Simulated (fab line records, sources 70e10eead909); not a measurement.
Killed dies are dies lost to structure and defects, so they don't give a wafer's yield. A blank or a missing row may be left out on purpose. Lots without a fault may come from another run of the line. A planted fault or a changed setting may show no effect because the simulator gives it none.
Chamber matching | flow nand_harc | NHARC_A_M1_STRIP_18 on rie_diel-02: 4 sister chambers
The step strips in N2/H2. 20 wafers are shown with their chamber, then 10 later ones without.

WAFERS WITH THEIR CHAMBER
wafer  | chamber | drypump_motor_current_A (A) | oes_product_au (a.u.) | rf_vpp_V (V)
L075.2 | 0       | 5.2                         | 1.019                 | 91.9
L075.3 | 3       | 5.4                         | 0.987                 | 90.9
L075.4 | 1       | 6.1                         | 1.002                 | 92.5
L077.1 | 0       | 5.2                         | 1.030                 | 90.1
L077.4 | 1       | 6.1                         | 1.011                 | 89.1
L077.6 | 1       | 6.1                         | 1.009                 | 91.8
L076.4 | 2       | 6.0                         | 1.014                 | 88.9
L076.5 | 2       | 6.0                         | 1.006                 | 90.0
L076.6 | 3       | 5.4                         | 0.989                 | 90.5
L078.2 | 2       | 6.0                         | 1.008                 | 90.6
L078.3 | 1       | 6.1                         | 1.007                 | 92.0
L078.6 | 2       | 6.1                         | 1.009                 | 89.1
L079.1 | 2       | 6.1                         | 1.023                 | 89.8
L079.3 | 3       | 5.4                         | 1.001                 | 93.5
L079.6 | 1       | 6.1                         | 1.010                 | 90.7
L081.2 | 2       | 6.0                         | 1.020                 | 90.1
L081.4 | 0       | 5.1                         | 1.021                 | 92.0
L081.5 | 2       | 6.0                         | 1.015                 | 90.4
L083.2 | 3       | 5.4                         | 1.003                 | 90.8
L083.3 | 2       | 6.0                         | 1.025                 | 90.4

SIGNATURES (means of the wafers above)
reading                 | chamber 0 | chamber 1 | chamber 2 | chamber 3 | scatter within a chamber
drypump_motor_current_A | 5.167     | 6.100     | 6.025     | 5.400     | 0.0368
oes_product_au          | 1.02333   | 1.00780   | 1.01500   | 0.99500   | 0.0065
rf_vpp_V                | 91.333    | 91.220    | 89.912    | 91.425    | 1.07
Rule: a wafer's distance from a chamber is the root of the sum, over the readings, of the square of ((its reading less the chamber's mean) divided by the reading's scatter). The wafer belongs to the nearest chamber; if the next one is less than 2 further off, it can't be placed. The scatter: the root of (the sum of the squares of (reading less its chamber's mean) over the shown wafers, divided by (wafers less chambers)).

WAFERS WITHOUT THEIR CHAMBER
wafer  | drypump_motor_current_A (A) | oes_product_au (a.u.) | rf_vpp_V (V)
L083.4 | 5.2                         | 1.012                 | 90.7
L083.1 | 6.1                         | 1.007                 | 92.0
L083.5 | 6.0                         | 1.021                 | 90.6
L083.6 | 5.4                         | 0.978                 | 91.6
L080.2 | 5.2                         | 1.031                 | 91.3
L080.3 | 5.4                         | 0.997                 | 92.2
L080.4 | 6.1                         | 1.009                 | 90.2
L095.1 | 6.0                         | 1.025                 | 90.9
L095.2 | 5.2                         | 1.022                 | 91.6
L095.4 | 6.1                         | 1.013                 | 90.3

WHICH CHAMBER EACH WENT THROUGH
wafer  | from the rows above     | in truth
L083.4 | 0                       | 0
L083.1 | 1                       | 1
L083.5 | 2                       | 2
L083.6 | 3                       | 3
L080.2 | 0                       | 0
L080.3 | 3                       | 3
L080.4 | can't be placed: 1 or 2 | 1
L095.1 | can't be placed: 2 or 1 | 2
L095.2 | 0                       | 0
L095.4 | can't be placed: 1 or 2 | 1
Placed correctly: 7 of 10. Can't be placed from these rows: 3 (the true chamber is among the candidates in 3). Placed wrongly: 0.
